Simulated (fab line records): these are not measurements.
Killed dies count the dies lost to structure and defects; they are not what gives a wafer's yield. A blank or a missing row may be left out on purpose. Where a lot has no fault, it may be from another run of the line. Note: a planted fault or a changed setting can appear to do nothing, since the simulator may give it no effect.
Chamber matching :: flow n5 finfet :: 4 sister chambers for N5_BEOL_M6_ETCH_62 on rie diel-04
The step etches SOC in N2/H2, target depth 110 nm, overetch 22 nm, time 165 s. 4 wafers are shown with their chamber, then 9 later ones without.

WAFERS, EACH WITH ITS CHAMBER
wafer: L086.1
chamber: 1
drypump motor current A (A): 6.0

wafer: L089.1
chamber: 0
drypump motor current A (A): 5.0

wafer: L089.2
chamber: 3
drypump motor current A (A): 6.2

wafer: L089.3
chamber: 2
drypump motor current A (A): 5.1

WAFERS WITHOUT THEIR CHAMBER
wafer: L090.1
drypump motor current A (A): 6.2

wafer: L090.2
drypump motor current A (A): 6.0

wafer: L090.3
drypump motor current A (A): 5.0

wafer: L093.1
drypump motor current A (A): 5.1

wafer: L093.5
drypump motor current A (A): 5.0

wafer: L093.6
drypump motor current A (A): 6.1

wafer: L096.1
drypump motor current A (A): 5.0

wafer: L096.4
drypump motor current A (A): 5.1

wafer: L096.6
drypump motor current A (A): 6.1

WHICH CHAMBER EACH WENT THROUGH
wafer: L090.1
from the rows above: 3
in truth: 3

wafer: L090.2
from the rows above: 1
in truth: 1

wafer: L090.3
from the rows above: 0
in truth: 0

wafer: L093.1
from the rows above: 2
in truth: 2

wafer: L093.5
from the rows above: 0
in truth: 0

wafer: L093.6
from the rows above: can't be placed: 1 or 3
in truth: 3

wafer: L096.1
from the rows above: 0
in truth: 0

wafer: L096.4
from the rows above: 2
in truth: 2

wafer: L096.6
from the rows above: can't be placed: 1 or 3
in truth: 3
7 of 9 placed correctly. Can't be placed from these rows: 2 (the true chamber is among the candidates in 2). Placed wrongly: 0.
How it was worked out, from the rows above alone: a wafer's distance from a chamber is the root of the sum, over the readings, of the square of ((its reading less the chamber's mean) divided by the reading's scatter). If the next closest chamber is less than 2 further off than the closest, the wafer can't be placed; otherwise it belongs to the closest. The mean given for a chamber averages the wafers shown for that chamber. The scatter (one wafer shown for each chamber): square how far every hidden wafer sits from the nearest shown wafer, average those squares and take the square root.
